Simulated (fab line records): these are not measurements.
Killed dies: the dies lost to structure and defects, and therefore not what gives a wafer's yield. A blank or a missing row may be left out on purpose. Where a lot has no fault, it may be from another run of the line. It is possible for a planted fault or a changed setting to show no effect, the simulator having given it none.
Matching of chambers :: flow n5_finfet :: rie_diel-04 running N5_FIN_SAQP_ETCH_51: 4 sister chambers
The step etches SiARC in CF4, target depth 45.5 nm, time 75.8 s. 24 wafers are shown with their chamber, then 12 later ones without.

## EACH WAFER AND ITS CHAMBER
wafer: L075.1
chamber: 3
showerhead_plenum_p_Torr (Torr): 2.15
throttle_valve_pct (%): 15.83
oes_product_au (a.u.): 0.69

wafer: L075.3
chamber: 0
showerhead_plenum_p_Torr (Torr): 2.22
throttle_valve_pct (%): 15.64
oes_product_au (a.u.): 0.64

wafer: L075.6
chamber: 1
showerhead_plenum_p_Torr (Torr): 2.22
throttle_valve_pct (%): 15.86
oes_product_au (a.u.): 0.61

wafer: L080.1
chamber: 0
showerhead_plenum_p_Torr (Torr): 2.22
throttle_valve_pct (%): 15.65
oes_product_au (a.u.): 0.64

wafer: L080.4
chamber: 3
showerhead_plenum_p_Torr (Torr): 2.15
throttle_valve_pct (%): 15.83
oes_product_au (a.u.): 0.68

wafer: L080.6
chamber: 2
showerhead_plenum_p_Torr (Torr): 2.15
throttle_valve_pct (%): 15.91
oes_product_au (a.u.): 0.67

wafer: L081.3
chamber: 0
showerhead_plenum_p_Torr (Torr): 2.22
throttle_valve_pct (%): 15.65
oes_product_au (a.u.): 0.63

wafer: L081.4
chamber: 2
showerhead_plenum_p_Torr (Torr): 2.14
throttle_valve_pct (%): 15.92
oes_product_au (a.u.): 0.67

wafer: L081.5
chamber: 1
showerhead_plenum_p_Torr (Torr): 2.21
throttle_valve_pct (%): 15.90
oes_product_au (a.u.): 0.61

wafer: L082.1
chamber: 0
showerhead_plenum_p_Torr (Torr): 2.21
throttle_valve_pct (%): 15.67
oes_product_au (a.u.): 0.62

wafer: L082.2
chamber: 3
showerhead_plenum_p_Torr (Torr): 2.15
throttle_valve_pct (%): 15.86
oes_product_au (a.u.): 0.68

wafer: L082.3
chamber: 1
showerhead_plenum_p_Torr (Torr): 2.21
throttle_valve_pct (%): 15.90
oes_product_au (a.u.): 0.61

wafer: L082.4
chamber: 3
showerhead_plenum_p_Torr (Torr): 2.15
throttle_valve_pct (%): 15.85
oes_product_au (a.u.): 0.68

wafer: L082.5
chamber: 1
showerhead_plenum_p_Torr (Torr): 2.21
throttle_valve_pct (%): 15.90
oes_product_au (a.u.): 0.60

wafer: L082.6
chamber: 0
showerhead_plenum_p_Torr (Torr): 2.21
throttle_valve_pct (%): 15.67
oes_product_au (a.u.): 0.63

wafer: L083.3
chamber: 3
showerhead_plenum_p_Torr (Torr): 2.15
throttle_valve_pct (%): 15.85
oes_product_au (a.u.): 0.67

wafer: L083.4
chamber: 1
showerhead_plenum_p_Torr (Torr): 2.21
throttle_valve_pct (%): 15.91
oes_product_au (a.u.): 0.61

wafer: L083.5
chamber: 3
showerhead_plenum_p_Torr (Torr): 2.15
throttle_valve_pct (%): 15.86
oes_product_au (a.u.): 0.68

wafer: L086.1
chamber: 0
showerhead_plenum_p_Torr (Torr): 2.21
throttle_valve_pct (%): 15.70
oes_product_au (a.u.): 0.62

wafer: L086.2
chamber: 3
showerhead_plenum_p_Torr (Torr): 2.15
throttle_valve_pct (%): 15.86
oes_product_au (a.u.): 0.66

wafer: L086.6
chamber: 2
showerhead_plenum_p_Torr (Torr): 2.14
throttle_valve_pct (%): 15.93
oes_product_au (a.u.): 0.66

wafer: L087.1
chamber: 1
showerhead_plenum_p_Torr (Torr): 2.21
throttle_valve_pct (%): 15.93
oes_product_au (a.u.): 0.59

wafer: L087.2
chamber: 0
showerhead_plenum_p_Torr (Torr): 2.21
throttle_valve_pct (%): 15.69
oes_product_au (a.u.): 0.62

wafer: L087.3
chamber: 2
showerhead_plenum_p_Torr (Torr): 2.14
throttle_valve_pct (%): 15.92
oes_product_au (a.u.): 0.66

SIGNATURES (means of the wafers above)
reading: showerhead_plenum_p_Torr
chamber 0: 2.2143
chamber 1: 2.2117
chamber 2: 2.1425
chamber 3: 2.1500
scatter within a chamber: 0.00406

reading: throttle_valve_pct
chamber 0: 15.6671
chamber 1: 15.9000
chamber 2: 15.9200
chamber 3: 15.8486
scatter within a chamber: 0.0185

reading: oes_product_au
chamber 0: 0.6286
chamber 1: 0.6050
chamber 2: 0.6650
chamber 3: 0.6771
scatter within a chamber: 0.0086
Rule: for each reading, subtract the chamber's mean from the wafer's reading, divide by that reading's scatter and square the result; add these up over the readings and take the root, which gives the wafer's distance from the chamber. If the next closest chamber is less than 2 further off than the closest, the wafer can't be placed; otherwise it belongs to the closest. The scatter: the root of (the sum of the squares of (reading less its chamber's mean) over the shown wafers, divided by (wafers less chambers)).

## WAFERS MISSING THEIR CHAMBER
wafer: L089.1
showerhead_plenum_p_Torr (Torr): 2.14
throttle_valve_pct (%): 15.89
oes_product_au (a.u.): 0.67

wafer: L089.3
showerhead_plenum_p_Torr (Torr): 2.14
throttle_valve_pct (%): 15.94
oes_product_au (a.u.): 0.65

wafer: L089.6
showerhead_plenum_p_Torr (Torr): 2.21
throttle_valve_pct (%): 15.93
oes_product_au (a.u.): 0.60

wafer: L092.1
showerhead_plenum_p_Torr (Torr): 2.21
throttle_valve_pct (%): 15.73
oes_product_au (a.u.): 0.61

wafer: L092.2
showerhead_plenum_p_Torr (Torr): 2.21
throttle_valve_pct (%): 15.97
oes_product_au (a.u.): 0.59

wafer: L092.3
showerhead_plenum_p_Torr (Torr): 2.14
throttle_valve_pct (%): 15.89
oes_product_au (a.u.): 0.66

wafer: L092.4
showerhead_plenum_p_Torr (Torr): 2.14
throttle_valve_pct (%): 15.90
oes_product_au (a.u.): 0.65

wafer: L092.5
showerhead_plenum_p_Torr (Torr): 2.21
throttle_valve_pct (%): 15.70
oes_product_au (a.u.): 0.61

wafer: L092.6
showerhead_plenum_p_Torr (Torr): 2.21
throttle_valve_pct (%): 15.96
oes_product_au (a.u.): 0.58

wafer: L093.3
showerhead_plenum_p_Torr (Torr): 2.14
throttle_valve_pct (%): 15.89
oes_product_au (a.u.): 0.67

wafer: L093.4
showerhead_plenum_p_Torr (Torr): 2.21
throttle_valve_pct (%): 15.96
oes_product_au (a.u.): 0.59

wafer: L093.6
showerhead_plenum_p_Torr (Torr): 2.14
throttle_valve_pct (%): 15.91
oes_product_au (a.u.): 0.67

## THE CHAMBER EACH PASSED THROUGH
wafer: L089.1
from the rows above: can't be placed: 2 or 3
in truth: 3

wafer: L089.3
from the rows above: 2
in truth: 2

wafer: L089.6
from the rows above: 1
in truth: 1

wafer: L092.1
from the rows above: 0
in truth: 0

wafer: L092.2
from the rows above: 1
in truth: 1

wafer: L092.3
from the rows above: 2
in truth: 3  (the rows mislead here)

wafer: L092.4
from the rows above: 2
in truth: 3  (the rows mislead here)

wafer: L092.5
from the rows above: 0
in truth: 0

wafer: L092.6
from the rows above: 1
in truth: 1

wafer: L093.3
from the rows above: can't be placed: 2 or 3
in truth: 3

wafer: L093.4
from the rows above: 1
in truth: 1

wafer: L093.6
from the rows above: 2
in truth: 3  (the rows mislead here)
Correct placement for 7 of the 12. Cannot be placed on the basis of these rows: 2; the candidates contain the true chamber in 2. Wrongly placed: 3.
